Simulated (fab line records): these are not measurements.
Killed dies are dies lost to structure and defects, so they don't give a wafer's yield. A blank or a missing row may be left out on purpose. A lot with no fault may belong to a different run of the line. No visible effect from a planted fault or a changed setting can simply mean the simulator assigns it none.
Struck lot and sound lot, side by side :: flow nand_harc :: 20 steps out of a route of 1159
Sound: wafers L669.1, L669.3, L669.4. Struck: wafers L681.2, L681.4, L681.5. At the end, the cause is stated.
Per side, at each step with rows, come the tool, then ch with its chambers, and then its first start. Under that, the readings that differ: sound wafers :: struck wafers :: difference of the means :: sigmas: that difference in standard deviations of wafers without a fault.
alike: words and numbers the same on both sides, and readings whose means are apart by under 2 such deviations; not compared: readings that were withheld, readings missing a value for some wafer, numbers with overlapping values and no deviation given by the record, and bounds like >300 which may hide the same value.
The two part at a step that has a row with sigmas, a row that says differs or no value, or rows on one side only. Numbers that have no deviation but don't overlap get no sigmas and don't part them. Lack of a reading on every wafer of one side parts them only where that side has two or more wafers.

NHARC_P_GATE_CD_MEAS_59: the cd target is 720 nm.
  sound on cd_sem-02 ch 0, day 5 07:45; struck on cd_sem-01 ch 0, day 8 14:28
  alike: cd_nm
then, 1 step without rows for these wafers: NHARC_P_GATE_HARDBAKE_60 (time 80 s).
NHARC_P_GATE_DESCUM_61: chemistry O2, time 3 s.
  sound on rie_diel-10 ch 0,1,3, day 5 07:56; struck on rie_diel-12 ch 2,3, day 8 14:38
  alike: drypump_motor_current_A, oes_product_au, rf_vpp_V, showerhead_plenum_p_Torr, throttle_valve_pct
  not compared: rf_hours_counter_h
next, for these wafers, 1 step has no rows: NHARC_P_GATE_IMPLANT_62.
NHARC_P_GATE_STRIP_112: strips in N2/H2, time 200 s.
  sound on plasma_asher-02 ch 0,1, day 5 08:20; struck on plasma_asher-02 ch 0,1, day 8 15:03
  alike: drypump_motor_current_A, heater_power_w, temp_c
  not compared: rf_hours_counter_h
NHARC_P_GATE_STRIP_76: strips in O2.
  sound on plasma_asher-02 ch 0,1, day 5 08:34; struck on plasma_asher-02 ch 0,1, day 8 15:17
  alike: drypump_motor_current_A, heater_power_w, temp_c
  not compared: rf_hours_counter_h
then, 6 steps without rows for these wafers: NHARC_P_GATE_STRIP_63 (strips in SPM, time 900 s); NHARC_P_GATE_DEHYDRATE_83 (time 120 s); NHARC_P_GATE_HMDS_84 (time 30 s); NHARC_P_GATE_COAT_85; NHARC_P_GATE_SOFTBAKE_86 (time 95 s); NHARC_P_GATE_EBR_87.
NHARC_P_GATE_EXPOSE_88: exposes mask P HVN, target cd 2000 nm.
  sound on krf_scanner-02 ch 0, day 5 09:13; struck on krf_scanner-02 ch 0, day 8 16:02
reading: mask
sound: P_HVN#0 P_HVN#0 P_HVN#0
struck: P_HVN_R1#0 P_HVN_R1#0 P_HVN_R1#0
difference: differs
sigmas: 
then, 2 steps without rows for these wafers: NHARC_P_GATE_PEB_89 (peb time 85 s); NHARC_P_GATE_DEVELOP_90 (time 70 s).
NHARC_P_GATE_CD_MEAS_91: the cd target is 2000 nm.
  sound on cd_sem-01 ch 0, day 5 09:23; struck on cd_sem-02 ch 0, day 8 16:11
reading: cd_nm (nm)
sound: 1998.7 2001.4 2001.3
struck: 1899.0 1896.6 1896.1
difference: -103.2
sigmas: -65
then, 1 step without rows for these wafers: NHARC_P_GATE_HARDBAKE_92 (time 80 s).
NHARC_P_GATE_DESCUM_93: chemistry O2, time 3 s.
  sound on rie_diel-12 ch 0,1,3, day 5 09:55; struck on rie_diel-13 ch 0,2, day 8 16:21
reading: model.P_GATE.cd_nm (nm)
sound: 1998 2001 2002
struck: 1900 1896 1896
difference: -103
sigmas: 
  alike: drypump_motor_current_A, oes_product_au, rf_vpp_V, showerhead_plenum_p_Torr, throttle_valve_pct
  not compared: rf_hours_counter_h
next, for these wafers, 1 step has no rows: NHARC_P_GATE_IMPLANT_94.
-- the record jumps here: 14 days lie between the struck wafers' starts before and after (it left off in module P_GATE and takes up again in module END, whose first step shown is number 1159 of the route) --
NHARC_END_SORT_01:
  only the struck wafers appear in the record here, on prober-01 ch 0 at day 22 06:51; the sound ones have no rows

WHERE THEY PART
Last at NHARC_END_SORT_01 as far as this record goes, first at NHARC_P_GATE_EXPOSE_88.

WHY: whatever the simulator had introduced
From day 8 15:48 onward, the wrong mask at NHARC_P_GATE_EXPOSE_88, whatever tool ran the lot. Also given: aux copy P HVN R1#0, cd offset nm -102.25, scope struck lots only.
